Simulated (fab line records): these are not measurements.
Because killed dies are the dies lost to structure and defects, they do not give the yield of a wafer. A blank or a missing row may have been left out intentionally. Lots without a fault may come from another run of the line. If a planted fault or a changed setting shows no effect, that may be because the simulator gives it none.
Chamber matching ; flow n5_finfet ; 4 sister chambers for N5_BEOL_M2_VIA_ETCH_34 on rie_diel-05
The step etches the open film in C4F6/O2, target depth 69.4 nm, time 65.9 s. 14 wafers are shown with their chamber, then 7 later ones without.

## WAFERS WITH THEIR CHAMBER
wafer;chamber;showerhead_plenum_p_Torr (Torr);throttle_valve_pct (%);rf_vpp_V (V)
L075.3;2;2.80;30.81;658
L075.4;3;2.78;30.88;666
L075.6;0;2.98;30.82;674
L077.4;1;2.87;30.24;662
L077.5;3;2.78;30.88;666
L077.6;2;2.80;30.82;659
L078.2;2;2.80;30.82;658
L078.4;0;2.97;30.86;674
L078.5;0;2.97;30.85;672
L079.2;3;2.78;30.89;666
L079.3;0;2.97;30.85;672
L079.5;3;2.78;30.87;666
L080.1;0;2.97;30.86;674
L080.4;0;2.97;30.85;673

SIGNATURES (averages over the wafers above)
reading;chamber 0;chamber 1;chamber 2;chamber 3;scatter within a chamber
showerhead_plenum_p_Torr;2.9717;2.8700;2.8000;2.7800;0.00289
throttle_valve_pct;30.8483;30.2400;30.8167;30.8800;0.0116
rf_vpp_V;673.17;662.00;658.33;666.00;0.742
Rule: for a wafer and a chamber, the distance is found by dividing, reading by reading, the gap between the wafer's reading and the chamber's mean by the reading's scatter, squaring, summing and taking the root. If the next closest chamber is less than 2 further off than the closest, the wafer can't be placed; otherwise it belongs to the closest. The scatter is the square root of a quotient: the sum, over the shown wafers, of each reading's squared deviation from its chamber's mean, divided by wafers minus chambers.

## WAFERS WHOSE CHAMBER IS MISSING
wafer;showerhead_plenum_p_Torr (Torr);throttle_valve_pct (%);rf_vpp_V (V)
L080.6;2.77;30.88;665
L090.3;2.76;30.91;665
L090.4;2.79;30.52;668
L090.5;2.79;30.55;668
L095.2;2.79;30.53;668
L095.4;2.76;30.92;666
L095.6;2.85;30.26;663

## CHAMBER TAKEN BY EACH
wafer;from the rows above;in truth
L080.6;3;3
L090.3;3;3
L090.4;2;2
L090.5;2;2
L095.2;2;2
L095.4;3;3
L095.6;1;1
Correct placement for 7 of the 7. From these rows, 0 cannot be placed. Number placed wrongly: 0.
